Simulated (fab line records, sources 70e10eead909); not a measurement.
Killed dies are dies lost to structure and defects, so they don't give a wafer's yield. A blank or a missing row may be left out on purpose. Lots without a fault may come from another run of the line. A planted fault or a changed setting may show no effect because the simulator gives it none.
Chamber matching | flow nand_harc | NHARC_P_BONDPAD_DEP_00 on pecvd-02: 3 sister chambers
The step deposits SiCN, target thk 250 nm. 3 wafers are shown with their chamber, then 8 later ones without.

WAFERS WITH THEIR CHAMBER
wafer  | chamber | heater_power_w (W)
L081.2 | 0       | 499
L081.3 | 2       | 520
L088.1 | 1       | 544

WAFERS WITHOUT THEIR CHAMBER
wafer  | heater_power_w (W)
L088.2 | 470
L088.3 | 528
L091.1 | 636
L091.3 | 475
L091.5 | 539
L094.2 | 503
L094.4 | 490
L094.6 | 537

WHICH CHAMBER EACH WENT THROUGH
wafer  | from the rows above          | in truth
L088.2 | can't be placed: 0 or 2 or 1 | 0
L088.3 | can't be placed: 2 or 1 or 0 | 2
L091.1 | can't be placed: 1 or 2 or 0 | 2
L091.3 | can't be placed: 0 or 2 or 1 | 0
L091.5 | can't be placed: 1 or 2 or 0 | 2
L094.2 | can't be placed: 0 or 2 or 1 | 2
L094.4 | can't be placed: 0 or 2 or 1 | 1
L094.6 | can't be placed: 1 or 2 or 0 | 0
Placed correctly: 0 of 8. Can't be placed from these rows: 8 (the true chamber is among the candidates in 8). Placed wrongly: 0.
How it was worked out, from the rows above alone: a wafer's distance from a chamber is the root of the sum, over the readings, of the square of ((its reading less the chamber's mean) divided by the reading's scatter). The wafer belongs to the nearest chamber; if the next one is less than 2 further off, it can't be placed. A chamber's mean is the mean of its shown wafers. The scatter: with one shown wafer a chamber, the root of the mean of the squares of how far each hidden wafer lies from its nearest shown one.
